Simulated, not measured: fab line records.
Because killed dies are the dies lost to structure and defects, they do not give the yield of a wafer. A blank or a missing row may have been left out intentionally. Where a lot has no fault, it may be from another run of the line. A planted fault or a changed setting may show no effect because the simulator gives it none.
Which tool did it? :: flow nand_harc :: 13 lots with 39 wafers sampled at 5 steps, on a route of 1159 steps

== WHAT THE GAUGES SHOWED, per wafer ==
NHARC_A_BONDPAD_CD_MEAS_13. Usual: 498.6 nm for cd_nm, sd 1.9.
lot: L830
measured: day 18 04:41
on: cd_sem-01
cd_nm (nm): 499.8 500.2 499.4
flag: 

lot: L828
measured: day 18 13:04
on: cd_sem-02
cd_nm (nm): 498.1 497.5 494.8
flag: 

lot: L827
measured: day 18 16:38
on: cd_sem-03
cd_nm (nm): 499.4 497.2 496.0
flag: 

lot: L826
measured: day 19 00:35
on: cd_sem-02
cd_nm (nm): 499.4 497.0 497.2
flag: 

lot: L829
measured: day 19 00:44
on: cd_sem-03
cd_nm (nm): 496.0 497.4 498.8
flag: 

lot: L838
measured: day 21 18:00
on: cd_sem-01
cd_nm (nm): 500.7 501.2 500.9
flag: 

lot: L840
measured: day 22 00:51
on: cd_sem-02
cd_nm (nm): 495.2 499.0 498.7
flag: 

lot: L842
measured: day 22 03:52
on: cd_sem-02
cd_nm (nm): 499.0 497.3 498.2
flag: 

lot: L844
measured: day 22 10:10
on: cd_sem-03
cd_nm (nm): 501.4 500.9 499.9
flag: 

lot: L846
measured: day 22 16:15
on: cd_sem-02
cd_nm (nm): 497.9 497.3 500.9
flag: 

lot: L845
measured: day 22 16:46
on: cd_sem-03
cd_nm (nm): 499.6 499.4 499.7
flag: 

lot: L847
measured: day 23 08:31
on: cd_sem-01
cd_nm (nm): 500.1 500.5 498.2
flag: 

lot: L848
measured: day 23 11:13
on: cd_sem-03
cd_nm (nm): 497.0 497.7 497.9
flag: 

NHARC_END_SORT_01. Usual: killed_at_array 27, standard deviation 9.3; killed_at_other 0.9, standard deviation 1.3; killed_at_periphery 3.6, standard deviation 2.7; killed_dies 31, standard deviation 9.7; killed_open 3.3, standard deviation 1.8; killed_short 2.0, standard deviation 1.5.
lot: L838
measured: day 23 03:10
on: prober-02
killed_at_array: 96 102 98
killed_at_other: 1 0 1
killed_at_periphery: 3 1 1
killed_dies: 100 103 100
killed_open: 4 5 1
killed_short: 1 0 3
flag: OFF

lot: L840
measured: day 23 04:49
on: prober-01
killed_at_array: 93 83 97
killed_at_other: 0 2 2
killed_at_periphery: 5 3 2
killed_dies: 98 88 101
killed_open: 3 3 5
killed_short: 2 2 1
flag: OFF

== TOOL THAT RAN EACH LOT (tool first, then ch and the chambers of the sampled wafers, then the start) ==
lot: L830
NHARC_A_CONTACT_ETCH_119: har_cap_etch-01 ch 0,1, day 16 17:35
NHARC_A_BONDPAD_PVD_17: pvd_sputter-03, day 19 05:10 or earlier
NHARC_THIN_TSV_CMP_21: cmp-04 ch 1,2,3, day 19 05:10

lot: L828
NHARC_A_CONTACT_ETCH_119: har_cap_etch-03 ch 0,1, day 16 22:29
NHARC_A_BONDPAD_PVD_17: pvd_sputter-02, day 19 11:26 or earlier
NHARC_THIN_TSV_CMP_21: cmp-02 ch 1,2,3, day 19 11:26

lot: L827
NHARC_A_CONTACT_ETCH_119: har_cap_etch-01 ch 0,1, day 17 00:25
NHARC_A_BONDPAD_PVD_17: pvd_sputter-03, day 19 12:56 or earlier
NHARC_THIN_TSV_CMP_21: cmp-02 ch 0,2,3, day 19 12:56

lot: L826
NHARC_A_CONTACT_ETCH_119: har_cap_etch-03 ch 0,1, day 17 04:20
NHARC_A_BONDPAD_PVD_17: pvd_sputter-02, day 19 21:14 or earlier
NHARC_THIN_TSV_CMP_21: cmp-04 ch 0,3, day 19 21:14

lot: L829
NHARC_A_CONTACT_ETCH_119: har_cap_etch-01 ch 0,1, day 17 04:49
NHARC_A_BONDPAD_PVD_17: pvd_sputter-01, day 19 22:28 or earlier
NHARC_THIN_TSV_CMP_21: cmp-01 ch 1,2,3, day 19 22:28

lot: L838
NHARC_A_CONTACT_ETCH_119: har_cap_etch-01 ch 0,1, day 19 21:16
NHARC_A_BONDPAD_PVD_17: pvd_sputter-03, day 22 17:38 or earlier
NHARC_THIN_TSV_CMP_21: cmp-04 ch 0,1,3, day 22 17:38

lot: L840
NHARC_A_CONTACT_ETCH_119: har_cap_etch-01 ch 0,1, day 20 07:08
NHARC_A_BONDPAD_PVD_17: pvd_sputter-02, day 22 16:37 or earlier
NHARC_THIN_TSV_CMP_21: cmp-01 ch 1,2, day 22 16:37

lot: L842
NHARC_A_CONTACT_ETCH_119: har_cap_etch-02 ch 0,1, day 20 08:24
NHARC_A_BONDPAD_PVD_17: pvd_sputter-03, day 23 05:10 or earlier
NHARC_THIN_TSV_CMP_21: cmp-01 ch 0,3, day 23 05:10

lot: L844
NHARC_A_CONTACT_ETCH_119: har_cap_etch-02 ch 0,1, day 20 14:58
NHARC_A_BONDPAD_PVD_17: pvd_sputter-03, day 23 02:54 or earlier
NHARC_THIN_TSV_CMP_21: cmp-04 ch 0,1,3, day 23 02:54

lot: L846
NHARC_A_CONTACT_ETCH_119: har_cap_etch-02 ch 0,1, day 21 00:20
NHARC_A_BONDPAD_PVD_17: pvd_sputter-02, day 23 11:35 or earlier
NHARC_THIN_TSV_CMP_21: cmp-01 ch 0,2,3, day 23 11:35

lot: L845
NHARC_A_CONTACT_ETCH_119: har_cap_etch-03 ch 0,1, day 21 00:54
NHARC_A_BONDPAD_PVD_17: pvd_sputter-02, day 23 17:05 or earlier
NHARC_THIN_TSV_CMP_21: cmp-02 ch 0,1,2, day 23 17:05

lot: L847
NHARC_A_CONTACT_ETCH_119: har_cap_etch-03 ch 0,1, day 21 20:26
NHARC_A_BONDPAD_PVD_17: pvd_sputter-02, day 24 06:04 or earlier
NHARC_THIN_TSV_CMP_21: cmp-04 ch 1,3, day 24 06:04

lot: L848
NHARC_A_CONTACT_ETCH_119: har_cap_etch-02 ch 0,1, day 22 00:40
NHARC_A_BONDPAD_PVD_17: pvd_sputter-03, day 24 04:53 or earlier
NHARC_THIN_TSV_CMP_21: cmp-02 ch 1,2, day 24 04:53
- NHARC_A_CONTACT_ETCH_119: etches the open film in C4F8/O2/Ar, time 94 s, target depth 922 nm.
- NHARC_A_BONDPAD_PVD_17: deposits TaN, target thk 5 nm, time 8.06 s.
- NHARC_THIN_TSV_CMP_21: polishes, t overpolish 30 s, target thk 2000 nm.

== WHAT THE TOOLS THEMSELVES READ (means of the sampled wafers that have a number; where no wafer has one, the mark that the record gives instead) ==
NHARC_A_BONDPAD_PVD_17. Usual: 29.9 % for throttle_valve_pct, sd 1.
lot: L830
tool: pvd_sputter-03
throttle_valve_pct (%): 30.0
flag: 

lot: L828
tool: pvd_sputter-02
throttle_valve_pct (%): 30.2
flag: 

lot: L827
tool: pvd_sputter-03
throttle_valve_pct (%): 30.1
flag: 

lot: L826
tool: pvd_sputter-02
throttle_valve_pct (%): 29.9
flag: 

lot: L829
tool: pvd_sputter-01
throttle_valve_pct (%): 30.4
flag: 

lot: L838
tool: pvd_sputter-03
throttle_valve_pct (%): 30.4
flag: 

lot: L840
tool: pvd_sputter-02
throttle_valve_pct (%): 29.9
flag: 

lot: L842
tool: pvd_sputter-03
throttle_valve_pct (%): 29.8
flag: 

lot: L844
tool: pvd_sputter-03
throttle_valve_pct (%): 29.9
flag: 

lot: L846
tool: pvd_sputter-02
throttle_valve_pct (%): 29.9
flag: 

lot: L845
tool: pvd_sputter-02
throttle_valve_pct (%): 30.9
flag: 

lot: L847
tool: pvd_sputter-02
throttle_valve_pct (%): 30.5
flag: 

lot: L848
tool: pvd_sputter-03
throttle_valve_pct (%): 30.4
flag: 

NHARC_THIN_TSV_CMP_21. Usual: motor_current_A 12.4 A, standard deviation 1.5; overpolish_run_s 30.000 s, standard deviation 0.0084; retaining_ring_pressure_frac 1.000, standard deviation 0.0045.
lot: L830
tool: cmp-04
motor_current_A (A): 12.2
overpolish_run_s (s): 29.991
retaining_ring_pressure_frac: 0.999
flag: 

lot: L828
tool: cmp-02
motor_current_A (A): 12.4
overpolish_run_s (s): 30.001
retaining_ring_pressure_frac: 0.998
flag: 

lot: L827
tool: cmp-02
motor_current_A (A): 12.8
overpolish_run_s (s): 30.004
retaining_ring_pressure_frac: 1.001
flag: 

lot: L826
tool: cmp-04
motor_current_A (A): 10.8
overpolish_run_s (s): 30.012
retaining_ring_pressure_frac: 0.999
flag: 

lot: L829
tool: cmp-01
motor_current_A (A): 12.4
overpolish_run_s (s): 30.001
retaining_ring_pressure_frac: 1.006
flag: 

lot: L838
tool: cmp-04
motor_current_A (A): 11.8
overpolish_run_s (s): 30.005
retaining_ring_pressure_frac: 1.003
flag: 

lot: L840
tool: cmp-01
motor_current_A (A): 12.5
overpolish_run_s (s): 29.998
retaining_ring_pressure_frac: 1.001
flag: 

lot: L842
tool: cmp-01
motor_current_A (A): 13.4
overpolish_run_s (s): 29.994
retaining_ring_pressure_frac: 1.006
flag: 

lot: L844
tool: cmp-04
motor_current_A (A): 12.2
overpolish_run_s (s): 30.006
retaining_ring_pressure_frac: 1.003
flag: 

lot: L846
tool: cmp-01
motor_current_A (A): 12.3
overpolish_run_s (s): 29.997
retaining_ring_pressure_frac: 1.002
flag: 

lot: L845
tool: cmp-02
motor_current_A (A): 13.5
overpolish_run_s (s): 30.001
retaining_ring_pressure_frac: 1.000
flag: 

lot: L847
tool: cmp-04
motor_current_A (A): 12.8
overpolish_run_s (s): 29.999
retaining_ring_pressure_frac: 0.998
flag: 

lot: L848
tool: cmp-02
motor_current_A (A): 12.4
overpolish_run_s (s): 30.009
retaining_ring_pressure_frac: 1.003
flag: 

== THE ANSWER, worked out from the rows above alone ==
Rule: a lot is off if the mean of its wafers that have a number lies more than 3 standard deviations from the usual mean. A lot without any number at a reading at which 4 lots or more have one is off too. All remaining lots with rows at the step are treated as sound. After the gauges, taken in route order, come the tools' own readings; for these a lot's mean is taken, as printed above. At the first step where some lot is off, the reading lying furthest off is the one used; lots without a number count as furthest.
Off: L838, L840 (NHARC_END_SORT_01, killed_at_array). Neither off nor sound, because the step has no rows for them: L830, L828, L827, L826, L829, L842, L844, L846, L845, L847, L848.
A tool fits if, at a process step before that reading, it ran every lot that is off, and no sound lot after the first of them. The gauges at NHARC_END_SORT_01 are tried like those tools. NHARC_A_BONDPAD_PVD_17: start missing for some lots; hours and lot order therefore follow NHARC_THIN_TSV_CMP_21. One candidate fits, namely har_cap_etch-01 at NHARC_A_CONTACT_ETCH_119. It ran no sound lot before its first lot that is off in this sample, so the start can't be narrowed down.

== WHAT WAS PUT IN BY THE SIMULATOR ==
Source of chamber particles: har_cap_etch-01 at NHARC_A_CONTACT_ETCH_119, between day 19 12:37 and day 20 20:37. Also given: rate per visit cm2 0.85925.
Lots struck among those shown: L838, L840. Same finding as the rule above.
